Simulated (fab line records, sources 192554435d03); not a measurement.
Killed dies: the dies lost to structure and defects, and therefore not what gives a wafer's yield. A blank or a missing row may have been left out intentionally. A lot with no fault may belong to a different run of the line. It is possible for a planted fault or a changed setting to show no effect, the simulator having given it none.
Comparing a struck lot with a sound one / flow n5-finfet / 37 out of 1938 route steps
Sound: the wafers L618.2, L618.4, L618.6. Wafers struck: L622.1, L622.2, L622.6. The cause comes at the end.
Per side, at each step with rows, come the tool, then ch with its chambers, and then its first start. Under that, the readings that differ: sound wafers / struck wafers / difference of the means / sigmas: that difference in standard deviations of wafers without a fault.
alike: a reading whose means differ by less than 2 such deviations, as well as words and numbers matching on both sides. not compared: withheld readings; readings where some wafer has no value; bounds like >300 that might hide an equal value; numbers whose values overlap and for which the record gives no deviation.
A row with sigmas, a row that says differs or no value, or rows on one side alone: a step with any of these is where the two part. Non-overlapping numbers with no deviation appear without sigmas and do not part them. A reading missing from all wafers of one side parts the sides only when that side holds two or more wafers.

first, 9 steps without rows for these wafers: N5_WELL_APT_HMDS_01 (time 60 s); N5_WELL_APT_COAT_02 (resist thk 950 nm); N5_WELL_APT_EBR_04; N5_WELL_APT_SOFTBAKE_03 (time 60 s); N5_WELL_APT_EXPOSE_05 (exposes mask NWELL, defocus 0 nm, target cd 200 nm); N5_WELL_APT_PEB_06 (peb time 90 s); N5_WELL_APT_DEVELOP_07 (develop time 45 s); N5_WELL_APT_HARDBAKE_12 (time 120 s); N5_WELL_APT_DESCUM_13 (chemistry O2, time 7.9 s).
N5_WELL_APT_IMPLANT_14:
  sound on implanter-01 ch 0, day 2 07:55; struck on implanter-01 ch 0, day 3 08:02
reading=model.implant.rp-nm (nm); sound=203 203 203; struck=84.08 84.08 84.08; difference=-118.92; sigmas=
reading=model.implant.drp-nm (nm); sound=65.9 65.9 65.9; struck=35.37 35.37 35.37; difference=-30.53; sigmas=
  alike: dose-ions-cm2, tilt-deg
then, 25 steps without rows for these wafers: N5_WELL_APT_IMPLANT_15; N5_WELL_APT_STRIP_16 (strips in SPM, time 900 s); N5_WELL_APT_HMDS_18 (time 60 s); N5_WELL_APT_COAT_19 (resist thk 950 nm); N5_WELL_APT_EBR_21; N5_WELL_APT_SOFTBAKE_20 (time 60 s); N5_WELL_APT_EXPOSE_22 (exposes mask PWELL, defocus 0 nm, target cd 200 nm); N5_WELL_APT_PEB_23 (peb time 90 s); N5_WELL_APT_DEVELOP_24 (develop time 45 s); N5_WELL_APT_HARDBAKE_29 (time 120 s); N5_WELL_APT_DESCUM_30 (chemistry O2, time 7.9 s); N5_WELL_APT_IMPLANT_31; N5_WELL_APT_IMPLANT_32; N5_WELL_APT_STRIP_33 (strips in SPM, time 900 s); N5_WELL_APT_RTA_34 (time 10 s); N5_WELL_APT_OXIDE_STRIP_42 (strips SiO2 in dHF, time 45 s, target depth 12 nm); N5_WELL_APT_PRECLEAN_36 (cleans in O3/DIW, time 45 s); N5_WELL_APT_PRECLEAN_39 (cleans in dHF, time 60 s); N5_WELL_APT_SRD_37 (time 30 s); N5_WELL_APT_EPI_41 (deposits Si from SiH4/H2, target thk 50 nm, time 297.7 s); N5_PMOS_HMC_CHANNEL_EPI_HM_DEP_34 (deposits SiO2 from TEOS/O2, target thk 36 nm, time 6.9 s); N5_PMOS_HMC_CHANNEL_EPI_COAT_31 (time 60 s, resist thk 66 nm); N5_PMOS_HMC_CHANNEL_EPI_COAT_03 (resist thk 205 nm); N5_PMOS_HMC_CHANNEL_EPI_EBR_05; N5_PMOS_HMC_CHANNEL_EPI_SOFTBAKE_04 (time 60 s).
-- record jumps: 7 days separate the struck wafers' starts on either side; left off in module PMOS_HMC_CHANNEL_EPI, taken up again in module BEOL_M4, whose first shown step is the route's number 1111 --
N5_BEOL_M4_RC_MEAS_101:
  sound on prober-02 ch 0, day 9 20:02; struck on prober-02 ch 0, day 10 08:08
reading=RS_NWELL (ohm/sq); sound=1037 1038 1046; struck=1976 1967; difference=+931; sigmas=+99 or more
  alike: DIBL_N, DIBL_P, IOFF_N, IOFF_P, ION_N, ION_P, SS_N, SS_P, VT_N, VT_P
next, for these wafers, 1 step has no rows: N5_PASSIVATION_PROBE_49.

WHERE THEY PART
N5_BEOL_M4_RC_MEAS_101 only, going by this record.

WHY: the cause the simulator had injected
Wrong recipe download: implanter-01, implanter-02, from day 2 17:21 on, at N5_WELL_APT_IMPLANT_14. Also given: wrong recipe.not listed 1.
